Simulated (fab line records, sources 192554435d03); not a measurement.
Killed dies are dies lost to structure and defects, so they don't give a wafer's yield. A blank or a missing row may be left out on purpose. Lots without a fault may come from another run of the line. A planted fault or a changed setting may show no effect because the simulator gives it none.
fab line records | flow n5_finfet
record lots=5 wafers=15 last_day=18
route steps=1938 shown BEOL_M4@1021 PASSIVATION@1936
lots that met no fault: from a run of the same line without faults
start_h: hours from the record's first day to the start of the lot's first wafer shown | wait_h: hours since the lot's step before | " the same as in the row above | L1.1+2: a row that stands for several wafers | - no value, or no start given | * or withheld: withheld | < > ~ a bound
route shown NAME@n: a module of which the file shows steps, and the number in the route of the first | usual: mean/standard deviation of fault-free wafers | same: alike in all rows | chamber/n: place in a boat | sites: the reading at each site | _std_site: their standard deviation | _edge_site: outer sites' mean less inner sites' | radius_mm: how far each site lies from the wafer's centre | mask NAME#n: copy n | behind: the tool/chamber that last shaped the wafer | hold: why the lot was held/for how many hours/how that ended | device: the transistor (n, p or np) that didn't switch | end of line: the same wafers' tests at the end of the route | a step without rows: its recipe alone | killed: dies lost to structure and defects at the first sort, not the wafer's yield | map: a wafer's dies, x killed, . not, _ none there
set.NAME: the setting as run; set.NAME@STEP: as run at that earlier step | model.NAME: the simulator's own value behind a step, which no gauge read
lots at some steps of the route; a table a step, a row a wafer
services: from which hour (start_h, from the record's first day; less than 0 if before it) a tool's chamber was out of use, for how many hours, and why
## steps
# step N5_BEOL_M4_ILD_DEP_00
# recipe material=SiOC target_thk_a=790 temp_c=350 precursor=DEMS/O2 pressure_torr=5 rf_w=500 time_s=15.3
# step N5_BEOL_M4_PECVD_72
# recipe material=SiO2 target_thk_a=160 temp_c=400 precursor=TEOS/O2 pressure_torr=5.5 rf_w=450 teos_flow_sccm=53.8 gas=O2 flow_sccm=3000 time_s=18
# step N5_BEOL_M4_HM_DEP_02
# recipe material=TiN target_thk_a=200 temp_c=25 chamber_pressure_pa=0.49996
# step N5_BEOL_M4_COAT_61
# recipe resist=SOC temp_c=250 time_s=60 spin_rpm=1500 resist_thk_nm=60
# step N5_BEOL_M4_COAT_62
# recipe resist=SiARC temp_c=220 time_s=60 spin_rpm=1500 resist_thk_nm=12
# step N5_BEOL_M4_COAT_73
# recipe resist=underlayer temp_c=205 time_s=60 spin_rpm=1500 resist_thk_nm=5
# step N5_BEOL_M4_COAT_05
# recipe resist=CAR-EUV spin_rpm=1500 resist_thk_nm=30
# step N5_BEOL_M4_EBR_07
# recipe solvent=PGMEA ebr_width_mm=1.5
# step N5_BEOL_M4_SOFTBAKE_06
# recipe temp_c=110 time_s=60 resist=CAR-EUV
# step N5_BEOL_M4_EXPOSE_08
# recipe mask_id=M4 na=0.33 source_shape=dipole sigma_inner=0.369 sigma_outer=0.767 polarization=unpolarized dose_mj=41.25
# usual exposure_dose_mJ_cm2=41.16/0.046
# same na=0.33
# columns lot.wafer tool chamber start_h wait_h mask exposure_dose_mJ_cm2
L383.1 euv_scanner-01 0 191.95 - M4#0 41.23
L383.2 " 0 " " M4#0 41.23
L383.6 " 0 " " M4#0 41.15
L387.2 euv_scanner-01 0 229.97 - M4#0 26.74
L387.5 " 0 " " M4#0 26.73
L387.6 " 0 " " M4#0 26.80
L388.2 euv_scanner-01 0 235.11 - M4#0 29.61
L388.3 " 0 " " M4#0 29.67
L388.5 " 0 " " M4#0 29.66
L393.3 euv_scanner-01 0 266.71 - M4#0 31.03
L393.4 " 0 " " M4#0 30.98
L393.6 " 0 " " M4#0 30.91
L400.2 euv_scanner-02 0 305.56 - M4#0 41.09
L400.4 " 0 " " M4#0 41.13
L400.6 " 0 " " M4#0 41.14
# step N5_BEOL_M4_PEB_09
# recipe peb_temp_c=100 peb_time_s=60 resist=CAR-EUV
# step N5_BEOL_M4_DEVELOP_10
# recipe develop_time_s=30 developer=TMAH resist=CAR-EUV rinse_liquid=surfactant_rinse dry=air_spin dev_temp_c=23
# step N5_BEOL_M4_CD_MEAS_11
# recipe target_cd_nm=16.79 landing_energy_ev=500 detector=se_inlens polarity=opening
# usual cd_nm=16.81/0.26
# columns lot.wafer tool chamber start_h wait_h cd_nm
L383.1 cd_sem-02 0 192.08 - 16.69
L383.2 " 0 " " 16.66
L383.6 " 0 " " 17.37
L387.2 cd_sem-02 0 230.10 - 5.22
L387.5 " 0 " " 5.05
L387.6 " 0 " " 4.85
L388.2 cd_sem-02 0 235.24 - 8.04
L388.3 " 0 " " 7.59
L388.5 " 0 " " 7.80
L393.3 cd_sem-03 0 266.83 - 9.82
L393.4 " 0 " " 9.58
L393.6 " 0 " " 9.32
L400.2 cd_sem-01 0 305.68 - 17.30
L400.4 " 0 " " 16.73
L400.6 " 0 " " 16.73
# step N5_BEOL_M4_DESCUM_16
# recipe chemistry=O2 time_s=7 source_power_w=50 bias_power_w=20 pressure_mtorr=20 rf_frequency_hz=2.712e+07 temp_c=40 resist=CAR-EUV o2_flow_sccm=225
# step N5_BEOL_M4_ETCH_74
# recipe chemistry=N2/H2 target=underlayer target_depth_a=65 mask_material=CAR-EUV time_s=5.2 ion_energy_ev=200 pressure_mtorr=30 source_w=840 bias_w=150 n2_flow_sccm=200 h2_flow_sccm=200 ends=cleared
# usual drypump_motor_current_A=5.8/0.46 etch_rf_on_time_s=5.20/0.13 h2_flow_sccm=200.0/0.59 oes_product_au=0.68/0.086 rf_vpp_V=524.4/2.7 showerhead_plenum_p_Torr=2.56/0.094 throttle_valve_pct=17.79/0.22
# columns lot.wafer tool chamber start_h wait_h drypump_motor_current_A etch_rf_on_time_s h2_flow_sccm oes_product_au rf_hours_counter_h rf_vpp_V showerhead_plenum_p_Torr throttle_valve_pct model.BEOL_M4.cd_offset_nm
L383.1 rie_diel-02 3 193.00 0.0 5.6 4.89 199.0 0.64 177 525.2 2.53 17.88 0
L383.2 " 2 " " 5.2 5.26 199.6 0.58 233 525.5 2.64 18.42 0
L383.6 " 2 " " 5.2 5.24 199.1 0.60 - 526.4 2.64 18.38 0.2
L387.2 rie_diel-03 0 230.26 0.0 5.6 5.00 199.9 0.63 209 522.0 2.53 17.99 -11.4
L387.5 " 0 " " 5.6 5.10 200.4 0.61 - 525.2 2.53 18.01 -11.6
L387.6 " 3 " " 5.7 5.23 199.3 0.80 - 527.0 2.70 17.62 -11.8
L388.2 rie_diel-02 2 235.39 0.0 5.2 5.30 199.8 0.57 247 526.0 2.63 18.43 -8.6
L388.3 " 1 " " 6.2 5.35 200.7 0.59 233 526.7 2.62 17.93 -8.8
L388.5 " 0 " " 5.3 5.29 199.2 0.60 - 522.0 2.39 17.65 -9
L393.3 rie_diel-04 0 266.99 0.0 6.7 5.19 200.9 0.74 32 527.1 2.72 17.89 -7
L393.4 " 2 " " 5.6 5.38 200.6 0.82 5 527.6 2.72 17.57 -7
L393.6 " 1 " " 6.3 5.07 199.3 0.79 - 523.0 2.49 17.44 -7
L400.2 rie_diel-02 3 305.84 0.0 5.6 4.97 200.0 0.60 224 525.1 2.51 17.93 0.2
L400.4 " 3 " " 5.6 5.01 200.3 0.61 - 522.2 2.51 17.90 0.2
L400.6 " 1 " " 6.2 5.39 199.8 0.79 - 525.1 2.61 17.56 0
# step N5_BEOL_M4_ETCH_63
# recipe chemistry=CF4 target=SiARC target_depth_a=156 mask_material=CAR-EUV time_s=26 ion_energy_ev=80 pressure_mtorr=40 source_w=545 bias_w=36 Ar_flow_sccm=100 cf4_flow_sccm=100 ends=cleared
# step N5_BEOL_M4_ETCH_64
# recipe chemistry=N2/H2 target=SOC target_depth_a=750 overetch_a=225 mask_material=SiARC temp_c=40 time_s=121.9 ion_energy_ev=200 pressure_mtorr=30 source_w=840 bias_w=150 n2_flow_sccm=200 h2_flow_sccm=200
# step N5_BEOL_M4_STRIP_65
# recipe chemistry=N2/H2 temp_c=40 n2_flow_sccm=200 h2_flow_sccm=200 rf_frequency_hz=6e+07
# step N5_BEOL_M4_STRIP_75
# recipe chemistry=N2/H2 temp_c=40 n2_flow_sccm=200 h2_flow_sccm=200 rf_frequency_hz=6e+07
# step N5_BEOL_M4_STRIP_66
# recipe chemistry=CF4 resist=SiARC power_w=300 bias_power_w=75 pressure_mtorr=50 cf4_flow_sccm=150 rf_frequency_hz=6e+07
# step N5_BEOL_M4_HM_OPEN_17
# recipe chemistry=Cl2/BCl3 target_depth_a=200 overetch_a=60 target=TiN mask_material=SOC ion_energy_ev=150 pressure_mtorr=10 icp_w=1000 bias_w=126 Cl2_flow_sccm=53.25 bcl3_flow_sccm=21.75 Ar_flow_sccm=25
# usual drypump_motor_current_A=5.8/0.42 oes_product_au=0.63/0.088 throttle_valve_pct=22.21/0.25
# columns lot.wafer tool chamber start_h wait_h drypump_motor_current_A oes_product_au rf_hours_counter_h throttle_valve_pct model.BEOL_M4.cd_offset_nm
L383.1 rie_metal-02 1 193.22 0.0 6.4 0.54 109 21.92 -0.2
L383.2 " 0 " " 6.3 0.76 9 22.21 0
L383.6 " 0 " " 6.3 0.77 - 22.22 0.4
L387.2 rie_metal-01 1 230.51 0.1 5.4 0.59 - 22.00 -11.4
L387.5 " 1 " " 5.4 0.60 - 22.00 -11.8
L387.6 " 1 " " 5.4 0.59 - 22.00 -12
L388.2 rie_metal-02 0 235.61 0.0 6.3 0.74 13 22.25 -9
L388.3 " 1 " " 6.4 0.54 - 21.93 -9.2
L388.5 " 0 " " 6.3 0.74 - 22.23 -9.2
L393.3 rie_metal-03 1 267.24 0.1 5.5 0.64 - 22.66 -7.4
L393.4 " 0 " " 5.6 0.55 - 22.31 -6.6
L393.6 " 0 " " 5.5 0.56 - 22.30 -6.8
L400.2 rie_metal-02 0 306.09 0.1 6.3 0.73 - 22.22 0.4
L400.4 " 0 " " 6.3 0.73 - 22.25 0.2
L400.6 " 0 " " 6.3 0.73 - 22.23 -0.2
# step N5_BEOL_M4_STRIP_19
# recipe chemistry=O2 power_w=400 temp_c=40 pressure_mtorr=30 rf_frequency_hz=6e+07 bias_power_w=0 overash_fraction=0.2 o2_flow_sccm=225
# step N5_BEOL_M4_CD_MEAS_18
# recipe pitch_nm=36 target_cd_nm=18
# usual cd_nm=18.1/0.37
# columns lot.wafer tool chamber start_h wait_h cd_nm
L383.1 cd_sem-01 - 193.41 0.0 17.8
L383.2 " - " " 17.8
L383.6 " - " " 18.5
L387.2 cd_sem-01 - 230.82 0.1 6.5
L387.5 " - " " 6.2
L387.6 " - " " 6.1
L388.2 cd_sem-03 - 235.79 0.1 9.1
L388.3 " - " " 9.1
L388.5 " - " " 9.0
L393.3 cd_sem-02 - 267.40 0.1 11.0
L393.4 " - " " 11.3
L393.6 " - " " 11.1
L400.2 cd_sem-02 - 306.33 0.1 18.3
L400.4 " - " " 18.2
L400.6 " - " " 17.9
# step N5_BEOL_M4_COAT_67
# recipe resist=SOC temp_c=250 time_s=60 spin_rpm=1500 resist_thk_nm=60
# step N5_BEOL_M4_COAT_68
# recipe resist=SiARC temp_c=220 time_s=60 spin_rpm=1500 resist_thk_nm=12
# step N5_BEOL_M4_COAT_76
# recipe resist=underlayer temp_c=205 time_s=60 spin_rpm=1500 resist_thk_nm=5
# step N5_BEOL_M4_COAT_22
# recipe resist=CAR-EUV spin_rpm=1500 resist_thk_nm=30
# step N5_BEOL_M4_EBR_24
# recipe solvent=PGMEA ebr_width_mm=1.5
# step N5_BEOL_M4_SOFTBAKE_23
# recipe temp_c=110 time_s=60 resist=CAR-EUV
# step N5_BEOL_M4_EXPOSE_25
# recipe mask_id=V3 na=0.33 source_shape=quasar sigma_inner=0.2 sigma_outer=0.8 polarization=unpolarized defocus_nm=5 dose_mj=63
# step N5_BEOL_M4_PEB_26
# recipe peb_temp_c=100 peb_time_s=60 resist=CAR-EUV
# step N5_BEOL_M4_DEVELOP_27
# recipe develop_time_s=30 developer=TMAH resist=CAR-EUV rinse_liquid=surfactant_rinse dry=air_spin dev_temp_c=23
# step N5_BEOL_M4_DESCUM_33
# recipe chemistry=O2 time_s=7 source_power_w=50 bias_power_w=20 pressure_mtorr=20 rf_frequency_hz=2.712e+07 temp_c=40 resist=CAR-EUV o2_flow_sccm=225
# step N5_BEOL_M4_ETCH_77
# recipe chemistry=N2/H2 target=underlayer target_depth_a=65 mask_material=CAR-EUV time_s=5.2 ion_energy_ev=200 pressure_mtorr=30 source_w=840 bias_w=150 n2_flow_sccm=200 h2_flow_sccm=200 ends=cleared
# step N5_BEOL_M4_CD_MEAS_35
# recipe target_cd_nm=18 target_cd_y_nm=22.4 polarity=opening
# usual cd_nm=18.1/0.41
# columns lot.wafer tool chamber start_h wait_h cd_nm
L383.1 cd_sem-03 - 200.53 0.0 17.4
L383.2 " - " " 17.7
L383.6 " - " " 18.5
L387.2 cd_sem-02 - 235.09 0.0 6.3
L387.5 " - " " 6.1
L387.6 " - " " 6.0
L388.2 cd_sem-03 - 237.49 0.0 9.0
L388.3 " - " " 8.9
L388.5 " - " " 8.6
L393.3 cd_sem-01 - 273.32 0.0 10.8
L393.4 " - " " 11.5
L393.6 " - " " 11.0
L400.2 cd_sem-02 - 310.35 0.0 18.7
L400.4 " - " " 18.4
L400.6 " - " " 17.9
# step N5_BEOL_M4_RC_MEAS_101
# usual DIBL_N=35.8/1.6 DIBL_P=36.0/1.9 IOFF_N=0.151/0.029 IOFF_P=0.21/0.037 ION_N=673/12 ION_P=463/7.3 SS_N=71.5/0.58 SS_P=73.2/0.61 VT_N=251/3.3 VT_P=-250/3.3
# columns lot.wafer tool chamber start_h wait_h DIBL_N[mV/V] DIBL_P[mV/V] IOFF_N[nA/um] IOFF_P[nA/um] ION_N[uA/um] ION_P[uA/um] SS_N[mV/dec] SS_P[mV/dec] VT_N[mV] VT_P[mV]
L383.1 prober-02 0 204.84 0.0 35.8 35.9 0.160 0.26 693 478 71.7 73.2 250 -243
L383.2 " 0 " " 36.1 35.9 0.161 0.25 673 470 71.5 73.3 250 -245
L383.6 " 0 " " 36.8 37.5 0.185 0.28 682 469 71.8 73.3 247 -244
L400.2 prober-01 0 314.73 0.2 34.0 34.4 0.113 0.19 654 457 71.1 73.3 256 -252
L400.4 " 0 " " 33.1 34.0 0.114 0.18 671 471 70.7 72.3 258 -251
L400.6 " 0 " " 31.8 32.0 0.099 0.15 664 463 71.3 72.2 257 -252
# step N5_PASSIVATION_PROBE_49
# usual defect_limited_yield=90.9/1.4 killed_at_M0_to_M3=37/12 killed_at_M4_up=14/5.3 killed_at_contacts=12/6.2 killed_at_front_end=41/11 killed_at_other=3.7/2.9 killed_dies=107/17 killed_on_rim=14/4.4 killed_open=71/12 killed_short=34/7.9 sort_bin_5_function=5.3/0.95 sort_bin_6_memory=3.4/0.7 sort_n_pass=1073/17 sort_yield_pct=90.9/1.5
# same gross_dies=1180 killed_at_back_side=0 sort_bin_4_leakage[%]=0 sort_bin_8_speed[%]=0
# columns lot.wafer tool chamber start_h wait_h defect_limited_yield[%] killed_at_M0_to_M3 killed_at_M4_up killed_at_contacts killed_at_front_end killed_at_other killed_dies killed_on_rim killed_open killed_short sort_bin_5_function[%] sort_bin_6_memory[%] sort_n_pass sort_yield_pct[%]
L387.2 prober-02 - 341.87 0.1 0 27 1114 7 31 1 1180 152 54 25 4.2 2.5 0 0
L387.5 prober-02 - 342.02 0.2 0 23 1098 11 44 4 1180 152 70 29 5.6 2.8 0 0
L387.6 prober-02 - 342.07 0.3 0 18 1088 8 60 6 1180 152 49 45 4.0 3.6 0 0
L388.2 prober-02 - 352.86 0.1 0 31 1082 18 48 1 1180 152 70 42 6.0 3.0 0 0
L388.3 prober-02 - 352.91 0.1 0 22 1076 17 59 6 1180 152 67 43 5.8 3.1 0 0
L388.5 prober-02 - 353.01 0.2 0 30 1093 7 47 3 1180 152 64 24 4.4 3.0 0 0
L393.3 prober-02 - 389.10 0.1 0 32 1107 12 20 9 1180 152 50 29 4.1 2.5 0 0
L393.4 prober-02 - 389.15 0.2 0 31 1080 13 53 3 1180 152 78 32 5.5 3.6 0 0
L393.6 prober-02 - 389.25 0.3 0 51 1072 17 35 5 1180 152 80 40 6.2 3.5 0 0
# killed by level:class
L387.2 BEOL_M4:area_expose=1099 BEOL_M0_SAQP:geometric_particle:open=9 BEOL_M4:geometric_particle:open=7 FIN_SAQP:geometric_particle:short=6 BEOL_M3:geometric_particle:open=6 GATE_CUT:geometric_particle:open=5 BEOL_M0_SAQP:geometric_particle:short=5 STI_FIN_REVEAL:geometric_particle:open=4
L387.5 BEOL_M4:area_expose=1081 GATE_CUT:geometric_particle:open=11 MOL_CONTACT_COAG:geometric_particle:open=11 STI_FIN_REVEAL:geometric_particle:open=9 GATE_CUT:geometric_particle:short=9 FIN_SAQP:geometric_particle:short=6 BEOL_M1:geometric_particle:open=6 BEOL_M2:geometric_particle:open=4
L387.6 BEOL_M4:area_expose=1078 GATE_CUT:geometric_particle:short=11 FIN_SAQP:geometric_particle:short=9 FIN_SAQP:geometric_particle:open=8 GATE_CUT:geometric_particle:open=8 HKMG_FIN:area_etch=7 STI_FIN_REVEAL:geometric_particle:open=5 MOL_CONTACT_COAG:geometric_particle:open=5
L388.2 BEOL_M4:area_expose=1068 STI_FIN_REVEAL:geometric_particle:open=14 MOL_CONTACT_COAG:geometric_particle:open=12 DUMMY_GATE:geometric_particle:open=9 BEOL_M0_SAQP:geometric_particle:short=8 GATE_CUT:geometric_particle:short=7 BEOL_M0_SAQP:geometric_particle:open=7 FIN_SAQP:geometric_particle:short=6
L388.3 BEOL_M4:area_expose=1065 MOL_CONTACT_COAG:geometric_particle:open=13 STI_FIN_REVEAL:geometric_particle:open=10 FIN_SAQP:geometric_particle:open=7 FIN_SAQP:geometric_particle:short=7 GATE_CUT:geometric_particle:short=7 DUMMY_GATE:geometric_particle:open=6 BEOL_M0_SAQP:geometric_particle:open=6
L388.5 BEOL_M4:area_expose=1085 STI_FIN_REVEAL:geometric_particle:open=12 DUMMY_GATE:geometric_particle:open=7 BEOL_M2:geometric_particle:open=7 MOL_CONTACT_COAG:geometric_particle:open=7 BEOL_M0_SAQP:geometric_particle:open=7 BEOL_M0_SAQP:geometric_particle:short=6 HKMG_FIN:area_etch=6
L393.3 BEOL_M4:area_expose=1100 MOL_CONTACT_COAG:geometric_particle:open=11 BEOL_M1:geometric_particle:open=8 BEOL_M2:geometric_particle:open=8 PAD_METAL:geometric_particle:short=6 STI_FIN_REVEAL:geometric_particle:open=4 BEOL_M0_SAQP:geometric_particle:short=4 FIN_SAQP:geometric_particle:short=3
L393.4 BEOL_M4:area_expose=1063 STI_FIN_REVEAL:geometric_particle:open=22 MOL_CONTACT_COAG:geometric_particle:open=9 BEOL_M4:geometric_particle:open=9 BEOL_M0_SAQP:geometric_particle:open=8 GATE_CUT:geometric_particle:short=6 BEOL_M2:geometric_particle:open=6 STI_FIN_REVEAL:geometric_particle:short=5
L393.6 BEOL_M4:area_expose=1053 MOL_CONTACT_COAG:geometric_particle:open=11 BEOL_M0_SAQP:geometric_particle:open=11 BEOL_M3:geometric_particle:open=9 BEOL_M0_SAQP:geometric_particle:short=8 BEOL_M2:geometric_particle:open=8 BEOL_M4:geometric_particle:open=8 HKMG_FIN:area_etch=7
# map L387.2 (x killed, . not)
_________________xxxxxxxxxxxx________________
______________xxxxxxxxxxxxxxxxxx_____________
___________xxxxxxxxxxxxxxxxxxxxxxxx__________
__________xxxxxxxxxxxxxxxxxxxxxxxxxx_________
________xxxxxxxxxxxxxxxxxxxxxxxxxxxxxx_______
_______xxxxxxxxxxxxxxxxxxxxxxxxxxxxxxxx______
______xxxxxxxxxxxxxxxxxxxxxxxxxxxxxxxxxx_____
_____xxxxxxxxxxxxxxxxxxxxxxxxxxxxxxxxxxxx____
____xxxxxxxxxxxxxxxxxxxxxxxxxxxxxxxxxxxxxx___
___xxxxxxxxxxxxxxxxxxxxxxxxxxxxxxxxxxxxxxxx__
___xxxxxxxxxxxxxxxxxxxxxxxxxxxxxxxxxxxxxxxx__
__xxxxxxxxxxxxxxxxxxxxxxxxxxxxxxxxxxxxxxxxxx_
__xxxxxxxxxxxxxxxxxxxxxxxxxxxxxxxxxxxxxxxxxx_
_xxxxxxxxxxxxxxxxxxxxxxxxxxxxxxxxxxxxxxxxxxxx
_xxxxxxxxxxxxxxxxxxxxxxxxxxxxxxxxxxxxxxxxxxxx
_xxxxxxxxxxxxxxxxxxxxxxxxxxxxxxxxxxxxxxxxxxxx
_xxxxxxxxxxxxxxxxxxxxxxxxxxxxxxxxxxxxxxxxxxxx
_xxxxxxxxxxxxxxxxxxxxxxxxxxxxxxxxxxxxxxxxxxxx
_xxxxxxxxxxxxxxxxxxxxxxxxxxxxxxxxxxxxxxxxxxxx
_xxxxxxxxxxxxxxxxxxxxxxxxxxxxxxxxxxxxxxxxxxxx
_xxxxxxxxxxxxxxxxxxxxxxxxxxxxxxxxxxxxxxxxxxxx
__xxxxxxxxxxxxxxxxxxxxxxxxxxxxxxxxxxxxxxxxxx_
__xxxxxxxxxxxxxxxxxxxxxxxxxxxxxxxxxxxxxxxxxx_
___xxxxxxxxxxxxxxxxxxxxxxxxxxxxxxxxxxxxxxxx__
___xxxxxxxxxxxxxxxxxxxxxxxxxxxxxxxxxxxxxxxx__
____xxxxxxxxxxxxxxxxxxxxxxxxxxxxxxxxxxxxxx___
_____xxxxxxxxxxxxxxxxxxxxxxxxxxxxxxxxxxxx____
______xxxxxxxxxxxxxxxxxxxxxxxxxxxxxxxxxx_____
_______xxxxxxxxxxxxxxxxxxxxxxxxxxxxxxxx______
________xxxxxxxxxxxxxxxxxxxxxxxxxxxxxx_______
__________xxxxxxxxxxxxxxxxxxxxxxxxxx_________
___________xxxxxxxxxxxxxxxxxxxxxxxx__________
______________xxxxxxxxxxxxxxxxxx_____________
_________________xxxxxxxxxxxx________________
# map L388.2 (x killed, . not)
_________________xxxxxxxxxxxx________________
______________xxxxxxxxxxxxxxxxxx_____________
___________xxxxxxxxxxxxxxxxxxxxxxxx__________
__________xxxxxxxxxxxxxxxxxxxxxxxxxx_________
________xxxxxxxxxxxxxxxxxxxxxxxxxxxxxx_______
_______xxxxxxxxxxxxxxxxxxxxxxxxxxxxxxxx______
______xxxxxxxxxxxxxxxxxxxxxxxxxxxxxxxxxx_____
_____xxxxxxxxxxxxxxxxxxxxxxxxxxxxxxxxxxxx____
____xxxxxxxxxxxxxxxxxxxxxxxxxxxxxxxxxxxxxx___
___xxxxxxxxxxxxxxxxxxxxxxxxxxxxxxxxxxxxxxxx__
___xxxxxxxxxxxxxxxxxxxxxxxxxxxxxxxxxxxxxxxx__
__xxxxxxxxxxxxxxxxxxxxxxxxxxxxxxxxxxxxxxxxxx_
__xxxxxxxxxxxxxxxxxxxxxxxxxxxxxxxxxxxxxxxxxx_
_xxxxxxxxxxxxxxxxxxxxxxxxxxxxxxxxxxxxxxxxxxxx
_xxxxxxxxxxxxxxxxxxxxxxxxxxxxxxxxxxxxxxxxxxxx
_xxxxxxxxxxxxxxxxxxxxxxxxxxxxxxxxxxxxxxxxxxxx
_xxxxxxxxxxxxxxxxxxxxxxxxxxxxxxxxxxxxxxxxxxxx
_xxxxxxxxxxxxxxxxxxxxxxxxxxxxxxxxxxxxxxxxxxxx
_xxxxxxxxxxxxxxxxxxxxxxxxxxxxxxxxxxxxxxxxxxxx
_xxxxxxxxxxxxxxxxxxxxxxxxxxxxxxxxxxxxxxxxxxxx
_xxxxxxxxxxxxxxxxxxxxxxxxxxxxxxxxxxxxxxxxxxxx
__xxxxxxxxxxxxxxxxxxxxxxxxxxxxxxxxxxxxxxxxxx_
__xxxxxxxxxxxxxxxxxxxxxxxxxxxxxxxxxxxxxxxxxx_
___xxxxxxxxxxxxxxxxxxxxxxxxxxxxxxxxxxxxxxxx__
___xxxxxxxxxxxxxxxxxxxxxxxxxxxxxxxxxxxxxxxx__
____xxxxxxxxxxxxxxxxxxxxxxxxxxxxxxxxxxxxxx___
_____xxxxxxxxxxxxxxxxxxxxxxxxxxxxxxxxxxxx____
______xxxxxxxxxxxxxxxxxxxxxxxxxxxxxxxxxx_____
_______xxxxxxxxxxxxxxxxxxxxxxxxxxxxxxxx______
________xxxxxxxxxxxxxxxxxxxxxxxxxxxxxx_______
__________xxxxxxxxxxxxxxxxxxxxxxxxxx_________
___________xxxxxxxxxxxxxxxxxxxxxxxx__________
______________xxxxxxxxxxxxxxxxxx_____________
_________________xxxxxxxxxxxx________________
## services
# columns tool chamber start_h hours kind
rie_metal-01 - 171.73 28.1 pm
rie_diel-03 3 189.80 9.6 repair
euv_scanner-02 - 194.34 1.0 pm
euv_scanner-01 - 206.25 1.0 pm
rie_diel-03 - 219.02 2.8 pm
euv_scanner-01 - 238.70 23.5 repair
rie_diel-02 2 241.92 - clean
rie_diel-02 2 241.92 - consumable_replace:focus_ring
rie_diel-02 2 241.92 31.1 scheduled_down
rie_diel-02 2 241.92 31.1 vent_cycle
rie_metal-03 - 242.81 14.6 pm
rie_metal-03 - 258.06 1.4 pm
rie_diel-03 0 259.75 6.6 repair
rie_diel-02 0 261.10 2.4 repair
euv_scanner-02 - 262.17 1.0 pm
euv_scanner-01 - 263.18 1.0 pm
euv_scanner-02 - 264.23 5.8 pm
rie_diel-02 1 273.09 - clean
rie_diel-02 1 273.09 - consumable_replace:focus_ring
rie_diel-02 1 273.09 16.4 scheduled_down
rie_diel-02 1 273.09 16.4 vent_cycle
euv_scanner-01 - 282.41 5.8 pm
euv_scanner-01 - 292.47 0.3 repair
euv_scanner-01 - 299.42 4.6 pm
## key
first_sign step=N5_BEOL_M4_EXPOSE_08 reading=exposure_dose_mJ_cm2 direction=down sigmas=99+ usual=41.16 struck=29.12
effect step=N5_BEOL_M4_CD_MEAS_11 reading=cd_nm direction=down sigmas=36 usual=16.81 struck=7.47 through=control_loop
effect step=N5_BEOL_M4_CD_MEAS_18 reading=cd_nm direction=down sigmas=25 usual=18.1 struck=8.8 through=control_loop
effect step=N5_BEOL_M4_CD_MEAS_35 reading=cd_nm direction=down sigmas=23 usual=18.1 struck=8.7 through=control_loop
effect step=N5_PASSIVATION_PROBE_49 reading=killed_at_M4_up direction=up sigmas=99+ usual=14 struck=1090
model_effect step=N5_BEOL_M4_ETCH_74 value=BEOL_M4.cd_offset_nm without=0.04444 struck=-9.133
model_effect step=N5_BEOL_M4_HM_OPEN_17 value=BEOL_M4.cd_offset_nm without=-0.06667 struck=-9.267
more_kills_born_at N5_BEOL_M4_EXPOSE_08@euv_scanner-01=9691
met_at N5_BEOL_M4_EXPOSE_08
struck_wafers L387.2,L387.5,L387.6,L388.2,L388.3,L388.5,L393.3,L393.4,L393.6
later_rows_left_out L387.2,L387.5,L387.6,L388.2,L388.3,L388.5,L393.3,L393.4,L393.6
loop_trim step=N5_BEOL_M4_EXPOSE_08 setting=dose lots=L388,L393
onset_between 191.95 229.97
fault kind=process_parameter_drift tool=euv_scanner-01 chamber=- onset_h=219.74 steps=N5_BEOL_M4_EXPOSE_08 channel=dose_mj offset=-14.409 shape=step acts_in=these_recipes_only stated=41.25
# later_rows_left_out: the simulator's readings of these wafers behind a module that went badly wrong aren't trusted and aren't shown, but for the sort
# loop_trim: a control loop set the setting to another value than it would have without faults
